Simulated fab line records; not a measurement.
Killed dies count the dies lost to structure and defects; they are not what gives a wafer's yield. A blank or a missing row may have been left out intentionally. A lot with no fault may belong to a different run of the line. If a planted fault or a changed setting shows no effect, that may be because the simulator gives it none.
Comparing a struck lot with a sound one | flow nandHarc | 20 steps out of a route of 1302
Sound: wafers L448.2, L448.4, L448.5. Struck: wafers L454.1, L454.3. (L454.4 of the same lot was not struck and is left out.) The cause comes at the end.
Per side, at each step with rows, come the tool, then ch with its chambers, and then its first start. Under that, the readings that differ: sound wafers | struck wafers | difference of the means | sigmas: that difference in standard deviations of wafers without a fault.
alike: words and numbers the same on both sides, and readings whose means are apart by under 2 such deviations; not compared: readings that were withheld, readings missing a value for some wafer, numbers with overlapping values and no deviation given by the record, and bounds like >300 which may hide the same value.
Wherever a step has rows on one side only, a row that says differs or no value, or a row with sigmas, the two part there. Non-overlapping numbers with no deviation appear without sigmas and do not part them. Lack of a reading on every wafer of one side parts them only where that side has two or more wafers.

first, 2 steps without rows for these wafers: NHARC_A_SLIT_PRECLEAN_19 (cleans in SC1); NHARC_A_SLIT_SRD_20.
NHARC_A_SLIT_CD_MEAS_21:
  sound: cdSem-03 at day 23 04:13; struck: cdSem-01 at day 25 22:17
  alike: cdNm
then, 3 steps without rows for these wafers: NHARC_A_SIN_REMOVE_WET_00 (chemistry H3PO4, time 15300 s); NHARC_A_SIN_REMOVE_PRECLEAN_01 (cleans in SC1); NHARC_A_SIN_REMOVE_SRD_02.
NHARC_A_SIN_REMOVE_INSPECT_04:
  sound: defectInspect-01 at day 23 10:45; struck: defectInspect-02 at day 26 04:56
  alike: rawDefectCount
NHARC_A_WL_FILL_ALD_00: deposits Al2O3, target thk 3 nm, pulse time 3 s, ald cycles 30.
  sound on aldHk-02 ch 0,1,3, day 23 10:52; struck on aldHk-04 ch 0,1, day 26 05:01
  alike: heaterPowerOuterW, heaterPowerW, precursorPulseHeightRel
NHARC_A_WL_FILL_RTA_01: time 5 s.
  sound on rtpAnneal-02 ch 0, day 23 11:06; struck on rtpAnneal-02 ch 0, day 26 05:17
  alike: lampPowerPct, wafer_temp_C_max
then, 1 step without rows for these wafers: NHARC_A_WL_FILL_ALD_02 (deposits TiN, target thk 2 nm, pulse time 3 s, ald cycles 100).
NHARC_A_WL_FILL_CVD_03: deposits W, target thk 40 nm, time 279 s.
  sound on cvdW-01 ch 0,1, day 23 11:46; struck on cvdW-02 ch 0, day 26 05:56
  alike: heaterPowerOuterW, heaterPowerW, throttleValvePct
NHARC_A_WL_FILL_ETCHBACK_04: etches the open film in NF3, target depth 60 nm, time 120 s.
  sound on rieMetal-03 ch 0,1, day 23 12:08; struck on rieMetal-02 ch 0, day 26 06:18
  alike: drypumpMotorCurrentA, oesProductAu
  not compared: rfHoursCounterH
NHARC_A_WL_FILL_ETCHBACK_05: etches the open film in Cl2/BCl3, target depth 22 nm, time 60 s.
  sound on rieMetal-03 ch 0, day 23 12:20; struck on rieMetal-02 ch 0, day 26 06:34
  alike: drypumpMotorCurrentA, oesProductAu
  not compared: rfHoursCounterH
then, 5 steps without rows for these wafers: NHARC_A_WL_FILL_STRIP_27 (strips in N2/H2, time 20 s); NHARC_A_WL_FILL_STRIP_28 (strips in post etch residue remover, time 1200 s); NHARC_A_WL_FILL_PRECLEAN_06 (cleans in DIW, time 300 s); NHARC_A_WL_FILL_SRD_07; NHARC_A_WL_FILL_ANNEAL_08 (time 1800 s).
NHARC_A_WL_FILL_ALD_10: deposits SiO2, target thk 50 nm, pulse time 10 s, ald cycles 500.
  sound on aldHk-02 ch 2,3, day 23 18:14; struck on aldHk-01 ch 1,3, day 26 19:11
reading | sound | struck                                          | difference                   | sigmas
hold    | - - - | awaitDispo/1.6h/release awaitDispo/1.6h/release | no value on the sound wafers | 
  alike: heaterPowerOuterW, heaterPowerW, precursorPulseHeightRel
-- break in the record here, with 5 days between the starts of the struck wafers on either side (left off in module A_WL_FILL, picked up again in module END, where the first step shown is number 1302 on the route) --
NHARC_END_SORT_01:
  sound on prober-01 ch 0, day 27 09:21; struck on prober-01 ch 0, day 31 20:01
reading       | sound    | struck                                          | difference                   | sigmas
hold          | - - -    | awaitDispo/3.2h/release awaitDispo/3.2h/release | no value on the sound wafers | 
killedAtArray | 73 70 70 | 674 674                                         | +603                         | +30
killedDies    | 77 77 73 | 677 677                                         | +601                         | +30
  alike: killedAtOther, killedAtPeriphery, killedOpen, killedShort

## WHERE THEY PART
Earliest at NHARC_A_WL_FILL_ALD_10; latest, in this record, at NHARC_END_SORT_01.

WHY: what the simulator had put in
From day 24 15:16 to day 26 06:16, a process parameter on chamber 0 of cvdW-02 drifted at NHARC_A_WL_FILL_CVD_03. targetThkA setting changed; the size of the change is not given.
